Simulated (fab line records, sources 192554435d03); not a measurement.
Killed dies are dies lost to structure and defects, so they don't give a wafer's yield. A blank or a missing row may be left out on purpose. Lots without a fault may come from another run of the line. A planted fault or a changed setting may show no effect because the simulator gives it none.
fab line records | flow n5_finfet
record lots=6 wafers=18 last_day=17
route steps=1938 shown FIN_CUT@175 STI_FIN_REVEAL@183 PASSIVATION@1936
lots that met no fault: from a run of the same line without faults
start_h: hours from the record's first day to the start of the lot's first wafer shown | wait_h: hours since the lot's step before | " the same as in the row above | L1.1+2: a row that stands for several wafers | - no value, or no start given | * or withheld: withheld | < > ~ a bound
route shown NAME@n: a module of which the file shows steps, and the number in the route of the first | usual: mean/standard deviation of fault-free wafers | same: alike in all rows | chamber/n: place in a boat | sites: the reading at each site | _std_site: their standard deviation | _edge_site: outer sites' mean less inner sites' | radius_mm: how far each site lies from the wafer's centre | mask NAME#n: copy n | behind: the tool/chamber that last shaped the wafer | hold: why the lot was held/for how many hours/how that ended | device: the transistor (n, p or np) that didn't switch | end of line: the same wafers' tests at the end of the route | a step without rows: its recipe alone | killed: dies lost to structure and defects at the first sort, not the wafer's yield | map: a wafer's dies, x killed, . not, _ none there
set.NAME: the setting as run; set.NAME@STEP: as run at that earlier step | model.NAME: the simulator's own value behind a step, which no gauge read
lots at some steps of the route; a table a step, a row a wafer
services: from which hour (start_h, from the record's first day; less than 0 if before it) a tool's chamber was out of use, for how many hours, and why
## steps
# step N5_FIN_CUT_PRECLEAN_35
# recipe time_s=13.3 temp_c=45 pressure_torr=125 p_hf_torr=3 p_coreactant_torr=25 chemistry=vHF
# step N5_FIN_CUT_CUT_ETCH_15
# recipe chemistry=HBr/Cl2/O2 target=Si target_depth_a=1000 bt_time_s=10 mask_material=SOC time_s=42.4 ion_energy_ev=* bias_w=* pressure_mtorr=10 icp_w=800 HBr_flow_sccm=150 Cl2_flow_sccm=80 O2_flow_sccm=12
# usual chamber_pressure_mTorr=10.000/0.0092 drypump_motor_current_A=5.8/0.51 oes_o_777_au=1.00/0.036 oes_product_au=1.009/0.012 throttle_valve_pct=37.02/0.27
# columns lot.wafer tool chamber start_h wait_h chamber_pressure_mTorr drypump_motor_current_A oes_o_777_au oes_product_au rf_hours_counter_h throttle_valve_pct
L307.1 rie_si-01 0 51.30 0.1 10.015 5.4 0.98 1.004 134 36.89
L307.4 " 2 " " 10.002 6.1 0.99 1.003 - 37.38
L307.5 " 1 " " 9.994 6.4 0.97 1.017 - 36.97
L313.1 rie_si-03 2 89.26 0.1 9.989 5.0 1.07 1.006 90 37.03
L313.4 " 0 " " 10.000 5.7 0.99 1.013 98 37.27
L313.5 " 0 " " 9.990 5.7 0.98 1.021 - 37.25
L315.1 rie_si-03 0 101.99 0.1 9.991 5.7 0.98 1.017 98 37.27
L315.2 " 2 " " 10.005 5.0 1.07 1.014 90 37.02
L315.4 " 3 " " 9.994 6.2 1.00 1.029 0 36.98
L317.2 rie_si-01 1 111.03 0.1 10.006 6.5 0.98 1.019 86 36.97
L317.3 " 0 " " 9.984 5.3 0.97 1.008 135 36.89
L317.6 " 3 " " 9.985 6.7 1.00 1.026 - 37.33
L318.3 rie_si-02 1 118.74 0.0 10.005 5.3 0.99 0.986 195 37.05
L318.4 " 3 " " 9.992 6.1 1.08 1.007 32 36.85
L318.5 " 1 " " 9.992 5.3 0.99 0.981 - 37.04
L326.2 rie_si-02 3 166.16 0.1 10.008 6.1 1.08 1.006 33 36.83
L326.3 " 1 " " 10.010 5.3 0.98 0.979 0 37.31
L326.5 " 3 " " 10.004 6.1 1.08 1.014 - 36.84
# step N5_FIN_CUT_CUT_ETCH_28
# recipe chemistry=HBr/Cl2/O2 target=Si target_depth_a=60 mask_material=SOC time_s=2.4 ion_energy_ev=* bias_w=* pressure_mtorr=10 icp_w=800 HBr_flow_sccm=150 Cl2_flow_sccm=80 O2_flow_sccm=12
# usual chamber_pressure_mTorr=9.999/0.009 drypump_motor_current_A=5.8/0.51 oes_o_777_au=1.00/0.036 oes_product_au=1.009/0.012 throttle_valve_pct=37.01/0.27
# columns lot.wafer tool chamber start_h wait_h chamber_pressure_mTorr drypump_motor_current_A oes_o_777_au oes_product_au rf_hours_counter_h throttle_valve_pct
L307.1 rie_si-01 0 51.35 0.0 10.002 5.3 0.97 0.999 134 36.87
L307.4 " 2 " " 10.015 6.1 1.00 1.002 - 37.37
L307.5 " 1 " " 9.994 6.5 0.98 1.008 - 36.97
L313.1 rie_si-03 2 89.32 0.0 9.987 5.0 1.08 1.014 90 37.02
L313.4 " 0 " " 10.004 5.8 0.98 1.011 98 37.25
L313.5 " 0 " " 9.990 5.7 0.98 1.015 - 37.28
L315.1 rie_si-03 0 102.04 0.0 10.017 5.7 0.98 1.012 98 37.26
L315.2 " 2 " " 10.004 5.0 1.08 1.011 90 37.01
L315.4 " 3 " " 10.002 6.2 0.99 1.027 0 36.96
L317.2 rie_si-01 1 111.08 0.0 9.999 6.4 0.98 1.003 86 36.96
L317.3 " 0 " " 10.006 5.3 0.98 1.008 135 36.87
L317.6 " 3 " " 9.994 6.7 0.99 1.030 - 37.33
L318.3 rie_si-02 1 118.79 0.0 10.001 5.3 0.99 0.982 195 37.04
L318.4 " 3 " " 9.989 6.1 1.08 1.003 32 36.85
L318.5 " 1 " " 9.998 5.3 1.00 0.976 - 37.05
L326.2 rie_si-02 3 166.22 0.0 9.991 6.1 1.08 1.006 33 36.85
L326.3 " 1 " " 9.993 5.3 0.99 0.987 0 37.29
L326.5 " 3 " " 9.997 6.1 1.07 1.006 - 36.85
# step N5_FIN_CUT_STRIP_22
# recipe chemistry=N2/H2 power_w=500 temp_c=40 pressure_mtorr=50 rf_frequency_hz=6e+07 overash_fraction=0.3 bias_power_w=8 h2_frac=0.5 n2_flow_sccm=300 h2_flow_sccm=300
# usual chamber_pressure_mTorr=50.01/0.12 drypump_motor_current_A=5.8/0.39 oes_product_au=0.80/0.087 rf_vpp_V=54.3/2.3 showerhead_plenum_p_Torr=3.37/0.13 throttle_valve_pct=18.83/0.28
# columns lot.wafer tool chamber start_h wait_h chamber_pressure_mTorr drypump_motor_current_A oes_product_au rf_hours_counter_h rf_vpp_V showerhead_plenum_p_Torr throttle_valve_pct
L307.1 rie_diel-01 3 51.43 0.1 49.97 6.0 0.80 114 56.2 3.37 18.32
L307.4 " 2 " " 50.03 5.2 0.87 55 53.5 3.27 18.94
L307.5 " 0 " " 49.83 6.1 0.73 - 56.4 3.47 18.87
L313.1 rie_diel-05 3 89.38 0.0 49.81 6.2 0.73 194 54.6 3.47 19.09
L313.4 " 1 " " 49.87 6.2 0.81 81 52.4 3.26 18.79
L313.5 " 3 " " 50.02 6.2 0.75 - 62.1 3.47 19.07
L315.1 rie_diel-05 1 102.12 0.1 50.00 6.1 0.81 84 53.6 3.25 18.74
L315.2 " 3 " " 50.01 6.2 0.74 197 49.6 3.47 19.06
L315.4 " 0 " " 50.11 5.9 0.69 244 53.8 3.45 19.43
L317.2 rie_diel-04 2 111.15 0.0 50.22 5.6 0.68 247 51.8 3.17 18.60
L317.3 " 0 " " 50.24 5.1 0.79 133 55.7 3.34 18.54
L317.6 " 1 " " 50.08 5.8 0.91 - 52.9 3.57 18.80
L318.3 rie_diel-05 1 118.86 0.0 49.92 6.1 0.80 89 52.1 3.25 18.79
L318.4 " 3 " " 49.71 6.2 0.74 202 56.1 3.46 19.04
L318.5 " 1 " " 50.02 6.2 0.81 - 54.5 3.25 18.79
L326.2 rie_diel-05 1 166.49 0.2 49.98 6.2 0.78 105 53.8 3.24 18.78
L326.3 " 0 " " 50.02 5.9 0.99 5 56.1 3.44 19.10
L326.5 " 0 " " 49.94 6.0 0.97 - 52.7 3.44 19.08
# step N5_FIN_CUT_PRECLEAN_36
# recipe chemistry=O3/DIW time_s=60 temp_c=22 o3_ppm=10
# step N5_FIN_CUT_SRD_32
# recipe dry=ipa_marangoni time_s=30 temp_c=23 rinse_liquid=diw
# step N5_FIN_CUT_UV_OZONE_34
# recipe time_s=120 pressure_torr=760 temp_c=25
# step N5_FIN_CUT_INSPECT_17
# recipe inspect_instrument=brightfield mode=aei
# usual raw_defect_count=238/77
# columns lot.wafer tool chamber start_h wait_h raw_defect_count
L307.1 defect_inspect-01 - 51.59 0.0 273
L307.4 " - " " 282
L307.5 " - " " 263
L313.1 defect_inspect-02 - 89.54 0.0 149
L313.4 " - " " 181
L313.5 " - " " 191
L315.1 defect_inspect-02 - 102.28 0.0 181
L315.2 " - " " 249
L315.4 " - " " 193
L317.2 defect_inspect-01 - 111.31 0.0 293
L317.3 " - " " 268
L317.6 " - " " 241
L318.3 defect_inspect-02 - 119.02 0.0 386
L318.4 " - " " 277
L318.5 " - " " 351
L326.2 defect_inspect-02 - 166.65 0.0 176
L326.3 " - " " 207
L326.5 " - " " 244
# step N5_STI_FIN_REVEAL_ALD_00
# recipe material=SiO2 target_thk_a=10 temp_c=300 ald_precursor_family=BDEAS ald_co_reactant=O2-plasma pulse_time_s=1 pressure_torr=2
# usual heater_power_w=465/70 precursor_pulse_height_rel=1.001/0.019
# columns lot.wafer tool chamber start_h wait_h heater_power_w precursor_pulse_height_rel
L307.1 ald_sin-01 1 52.12 0.5 496 1.033
L307.4 " 3 " " 511 0.981
L307.5 " 0 " " 473 1.004
L313.1 ald_sin-03 3 89.58 0.0 449 1.003
L313.4 " 2 " " 388 0.995
L313.5 " 1 " " 338 0.984
L315.1 ald_sin-01 1 102.32 0.0 494 0.998
L315.2 " 2 " " 431 1.028
L315.4 " 0 " " 439 1.011
L317.2 ald_sin-02 3 111.61 0.3 505 0.989
L317.3 " 0 " " 555 1.009
L317.6 " 3 " " 483 1.026
L318.3 ald_sin-03 0 119.06 0.0 577 0.987
L318.4 " 3 " " 462 1.001
L318.5 " 3 " " 466 0.993
L326.2 ald_sin-02 2 166.69 0.0 488 1.009
L326.3 " 0 " " 563 0.989
L326.5 " 1 " " 475 0.995
# step N5_STI_FIN_REVEAL_ALD_14
# recipe material=Si3N4 target_thk_a=30 temp_c=400 ald_precursor_family=SiH2I2 ald_co_reactant=N2/H2-plasma pressure_torr=2
# usual heater_power_w=832/130
# columns lot.wafer tool chamber start_h wait_h heater_power_w
L307.1 ald_sin-01 1 52.17 0.0 878
L307.4 " 3 " " 928
L307.5 " 0 " " 838
L313.1 ald_sin-03 3 89.63 0.0 825
L313.4 " 2 " " 700
L313.5 " 1 " " 594
L315.1 ald_sin-01 1 102.37 0.0 898
L315.2 " 2 " " 759
L315.4 " 0 " " 770
L317.2 ald_sin-02 3 111.66 0.0 855
L317.3 " 0 " " 1012
L317.6 " 3 " " 876
L318.3 ald_sin-03 0 119.11 0.0 1039
L318.4 " 3 " " 813
L318.5 " 3 " " 826
L326.2 ald_sin-02 2 166.74 0.0 887
L326.3 " 0 " " 1045
L326.5 " 1 " " 869
# step N5_STI_FIN_REVEAL_FCVD_FILL_01
# recipe material=SiO2_flowable target_thk_a=3120 temp_c=100 pressure_torr=0.8 rf_w=2000 time_s=512.2
# step N5_STI_FIN_REVEAL_DENSIFY_02
# recipe temp_c=650 ambient=steam time_s=1800 idle_temp_c=400 densification_p_h2o_torr=640
# step N5_STI_FIN_REVEAL_CMP_04
# recipe stop_on=Si3N4 t_overpolish_s=4 down_force_psi=2 platen_rpm=54.18 post_cmp_clean=alkaline_brush pad_velocity_m_s=1.078 target_thk_nm=131.83
# usual motor_current_A=7.9/0.86 overpolish_run_s=4.000/0.0094 time_to_endpoint_s=102/4.4
# columns lot.wafer tool chamber start_h wait_h motor_current_A overpolish_run_s time_to_endpoint_s
L307.4 cmp-04 0 57.30 0.1 7.3 4.006 104
L307.1 " 1 " " 8.1 3.995 99
L307.5 " 3 " " 6.0 4.003 104
L313.1 cmp-04 2 94.74 0.1 7.5 4.002 102
L313.4 " 3 " " 6.5 4.008 98
L313.5 " 0 " " 7.0 3.997 101
L315.4 cmp-04 2 107.61 0.2 7.4 4.004 103
L315.1 " 0 " " 7.4 4.000 212
L315.2 " 1 " " 8.0 4.003 99
L317.3 cmp-01 1 116.71 0.0 7.7 3.999 107
L317.2 " 0 " " 7.3 4.003 99
L317.6 " 1 " " 7.5 3.986 106
L318.4 cmp-04 3 124.18 0.1 6.4 3.986 103
L318.3 " 1 " " 7.6 4.004 99
L318.5 " 2 " " 7.7 4.021 213
L326.3 cmp-01 2 171.81 0.1 8.4 3.996 98
L326.2 " 3 " " 7.9 3.996 108
L326.5 " 1 " " 7.4 3.997 111
# step N5_STI_FIN_REVEAL_THK_MEAS_05
# usual thk_nm=131.8/1.3
# columns lot.wafer tool chamber start_h wait_h thk_nm
L307.1 film_metro-01 - 57.52 - 129.3
L307.4 " - " " 132.6
L307.5 " - " " 130.7
L313.1 film_metro-01 - 94.96 - 132.2
L313.4 " - " " 131.2
L313.5 " - " " 132.2
L315.1 film_metro-01 - 107.91 - 132.9
L315.2 " - " " 130.1
L315.4 " - " " 131.5
L317.2 film_metro-02 - 117.01 - 131.2
L317.3 " - " " 132.7
L317.6 " - " " 132.7
L318.3 film_metro-02 - 124.73 - 132.6
L318.4 " - " " 132.0
L318.5 " - " " 135.4
L326.2 film_metro-01 - 172.07 - 133.4
L326.3 " - " " 129.9
L326.5 " - " " 130.9
# step N5_PASSIVATION_PROBE_49
# usual killed_at_M0_to_M3=34/12 killed_at_M4_up=12/4.9 killed_at_contacts=13/7.2 killed_at_front_end=39/12 killed_at_other=3.7/2.9 killed_dies=101/18 killed_open=67/14 killed_short=33/7.2
# same gross_dies=1180 killed_at_back_side=0
# columns lot.wafer tool chamber start_h wait_h killed_at_M0_to_M3 killed_at_M4_up killed_at_contacts killed_at_front_end killed_at_other killed_dies killed_open killed_short
L315.1 prober-01 - 356.86 0.0 19 7 14 51 12 103 60 42
L315.2 prober-01 - 356.91 0.1 45 13 12 26 2 98 67 30
L315.4 prober-01 - 357.01 0.2 30 7 11 35 3 86 58 27
# killed by level:class
L315.1 FIN_SAQP:geometric_particle:open=18 GATE_CUT:geometric_particle:short=10 MOL_CONTACT_COAG:geometric_particle:open=10 FIN_SAQP:geometric_particle:short=7 GATE_CUT:geometric_particle:open=6 BEOL_M0_SAQP:geometric_particle:short=5 MIM_TOP:geometric_particle:open=5 MOL_CONTACT_COAG:geometric_particle:short=4
L315.2 BEOL_M0_SAQP:geometric_particle:short=16 MOL_CONTACT_COAG:geometric_particle:open=12 BEOL_M0_SAQP:geometric_particle:open=10 BEOL_M3:geometric_particle:open=5 GATE_CUT:geometric_particle:open=5 BEOL_M5:geometric_particle:open=5 STI_FIN_REVEAL:geometric_particle:open=4 BEOL_M2:geometric_particle:open=4
L315.4 FIN_SAQP:geometric_particle:open=16 FIN_SAQP:geometric_particle:short=7 MOL_CONTACT_COAG:geometric_particle:open=7 BEOL_M0_SAQP:geometric_particle:short=7 BEOL_M1:geometric_particle:open=6 BEOL_M0_SAQP:geometric_particle:open=6 BEOL_M3:geometric_particle:open=6 MOL_CONTACT_COAG:geometric_particle:short=4
## services
# columns tool chamber start_h hours kind
rie_diel-05 3 36.92 2.7 repair
ald_sin-03 0 37.63 4.8 repair
cmp-04 - 39.86 2.2 repair
rie_si-01 3 48.04 8.9 repair
ald_sin-02 - 50.88 1.8 repair
rie_diel-04 1 56.27 4.2 repair
rie_si-03 3 58.88 6.8 repair
rie_diel-05 - 60.59 0.6 repair
cmp-01 - 62.62 4.0 pm
rie_si-03 0 70.48 7.0 repair
ald_sin-02 0 76.05 8.1 repair
rie_si-01 - 78.17 0.7 repair
rie_diel-04 0 80.56 7.8 repair
ald_sin-01 - 85.84 14.0 pm
cmp-01 - 86.09 5.9 pm
ald_sin-02 - 95.70 6.0 pm
ald_sin-03 - 111.26 6.0 pm
ald_sin-02 3 123.38 3.3 repair
rie_diel-05 1 126.84 5.4 repair
rie_si-02 1 129.08 9.9 repair
ald_sin-02 - 140.54 0.7 repair
rie_si-01 3 150.60 4.7 repair
rie_si-03 1 152.82 1.6 repair
cmp-04 - 167.18 0.8 repair
## key
first_sign step=N5_STI_FIN_REVEAL_CMP_04 reading=time_to_endpoint_s direction=up sigmas=25 usual=* struck=*
effect none on later readings
met_at N5_STI_FIN_REVEAL_CMP_04
struck_wafers L315.1,L318.5
tester_left_out L315,L318
onset_between 94.74 107.61
fault kind=process_parameter_drift tool=cmp-04 chamber=- onset_h=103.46 steps=N5_STI_FIN_REVEAL_CMP_04 channel=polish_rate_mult offset=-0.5 shape=step end_h=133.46 scope=struck_wafers_only
# tester_left_out: of these lots the tester's yield and bins aren't shown, on N5 and GAA mostly nor the transistor test; their killed dies are dies lost to structure and defects alone, not to doping, threshold or leakage, so they don't give the yield
